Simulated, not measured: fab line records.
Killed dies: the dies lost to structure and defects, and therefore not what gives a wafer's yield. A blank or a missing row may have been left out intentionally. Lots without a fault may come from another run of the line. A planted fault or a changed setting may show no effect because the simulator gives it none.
A lot that was struck, set against a sound lot :: flow n5Finfet :: 15 out of 1938 route steps
Sound: wafers L805.2, L805.4, L805.5. Struck: wafer L810.2 (left out: L810.4, L810.6 of the same lot, which were not struck); the cause appears at the end.
At each step with rows: each side's tool, then ch and its chambers, then its first start. Under that, the readings that differ: sound wafers :: struck wafers :: difference of the means :: sigmas: that difference in standard deviations of wafers without a fault.
alike: same words and numbers on both sides, and readings whose means sit less than 2 such deviations apart. not compared: any withheld reading, any reading some wafer has no value for, any bound like >300 that may hide the same value, and any number with overlapping values for which the record gives no deviation.
The two part at a step that has a row with sigmas, a row that says differs or no value, or rows on one side only. Non-overlapping numbers with no deviation appear without sigmas and do not part them. A reading missing from all wafers of one side parts the sides only when that side holds two or more wafers.

first, 3 steps without rows for these wafers: N5_BEOL_M4_DESCUM_33 (chemistry O2, time 7 s); N5_BEOL_M4_ETCH_77 (etches underlayer in N2/H2, target depth 6.5 nm, time 5.2 s); N5_BEOL_M4_ETCH_69 (etches SiARC in CF4, target depth 15.6 nm, time 26 s).
N5_BEOL_M4_ALD_98: deposits SiO2, target thk 2.5 nm, pulse time 1 s, co reactant pulse time 1 s.
  sound on aldSin-03 ch 0,2,3, day 9 05:44; struck on aldSin-03 ch 1, day 10 14:58
  alike: heaterPowerW, precursorPulseHeightRel, susceptorTempC
  not compared: sinceWetCleanH
then, 4 steps without rows for these wafers: N5_BEOL_M4_ETCHBACK_99 (etches SiO2 in CHF3, target depth 5 nm, time 10.4 s); N5_BEOL_M4_ETCH_70 (etches SOC in N2/H2, target depth 80 nm, overetch 24 nm, time 130 s); N5_BEOL_M4_STRIP_71 (strips in N2/H2); N5_BEOL_M4_STRIP_78 (strips in N2/H2).
N5_BEOL_M4_VIA_ETCH_34: etches the open film in C4F6/O2, target depth 69.4 nm, time 65.9 s.
  sound on rieDiel-02 ch 1,2, day 9 06:06; struck on rieDiel-04 ch 2, day 10 19:22
reading: throttleValvePct (%)
sound: 30.94 30.77 30.78
struck: 30.29
difference: -0.54
sigmas: -2
  alike: drypumpMotorCurrentA, oesProductAu, rfVppV, showerheadPlenumPTorr
  not compared: rfHoursCounterH
then, 1 step without rows for these wafers: N5_BEOL_M4_STRIP_83 (strips in C4F6/O2).
N5_BEOL_M4_STRIP_36: strips in N2/H2.
  sound on rieDiel-02 ch 1,2, day 9 06:10; struck on rieDiel-04 ch 2, day 10 19:27
reading: rfVppV (V)
sound: 58.6 58.5 58.4
struck: 61.6
difference: +3.1
sigmas: +2

reading: tempC (C)
sound: 39.94 40.23 40.19
struck: 39.89
difference: -0.23
sigmas: -2
  alike: drypumpMotorCurrentA, oesProductAu, showerheadPlenumPTorr, throttleValvePct
  not compared: rfHoursCounterH
N5_BEOL_M4_TRENCH_ETCH_37: etches SiOC in C4F6/O2, target depth 55.555 nm, time 29.2 s.
  sound on rieDiel-02 ch 1,2; struck on rieDiel-04 ch 2
reading: throttleValvePct (%)
sound: 20.97 20.95 20.96
struck: 20.47
difference: -0.49
sigmas: -2
  alike: drypumpMotorCurrentA, oesProductAu, rfVppV, showerheadPlenumPTorr
  not compared: rfHoursCounterH
N5_BEOL_M4_ETCH_41: etches SiCN in CH3F/O2, target depth 29.9 nm, time 52.5 s.
  sound on rieDiel-02 ch 1,2, day 9 06:14; struck on rieDiel-04 ch 2, day 10 19:34
reading: oesProductAu (a.u.)
sound: 0.90 0.71 0.72
struck: 1.24
difference: +0.46
sigmas: +7

reading: throttleValvePct (%)
sound: 16.35 16.43 16.43
struck: 15.96
difference: -0.44
sigmas: -2

reading: model.etch.depthNm (nm)
sound: 20.36 19.84 20.09
struck: 34.32
difference: +14.22
sigmas: 
  alike: drypumpMotorCurrentA, rfVppV, showerheadPlenumPTorr
  not compared: rfHoursCounterH
N5_BEOL_M4_STRIP_97: strips in N2/H2, time 10 s.
  sound on rieDiel-02 ch 1,2; struck on rieDiel-04 ch 2
  alike: drypumpMotorCurrentA, oesProductAu, rfVppV, showerheadPlenumPTorr, tempC, throttleValvePct
  not compared: rfHoursCounterH
N5_BEOL_M4_RC_MEAS_101:
  sound on prober-02 ch 0, day 9 10:46; struck on prober-02 ch 0, day 11 01:13
  alike: DIBL_N, DIBL_P, IOFF_N, IOFF_P, ION_N, ION_P, SS_N, SS_P, VT_N, VT_P

== WHERE THEY PART ==
Earliest at N5_BEOL_M4_VIA_ETCH_34; latest, in this record, at N5_BEOL_M4_ETCH_41. Later steps at which nothing parts them and some readings are alike: N5_BEOL_M4_STRIP_97, N5_BEOL_M4_RC_MEAS_101.

WHY: the cause the simulator had injected
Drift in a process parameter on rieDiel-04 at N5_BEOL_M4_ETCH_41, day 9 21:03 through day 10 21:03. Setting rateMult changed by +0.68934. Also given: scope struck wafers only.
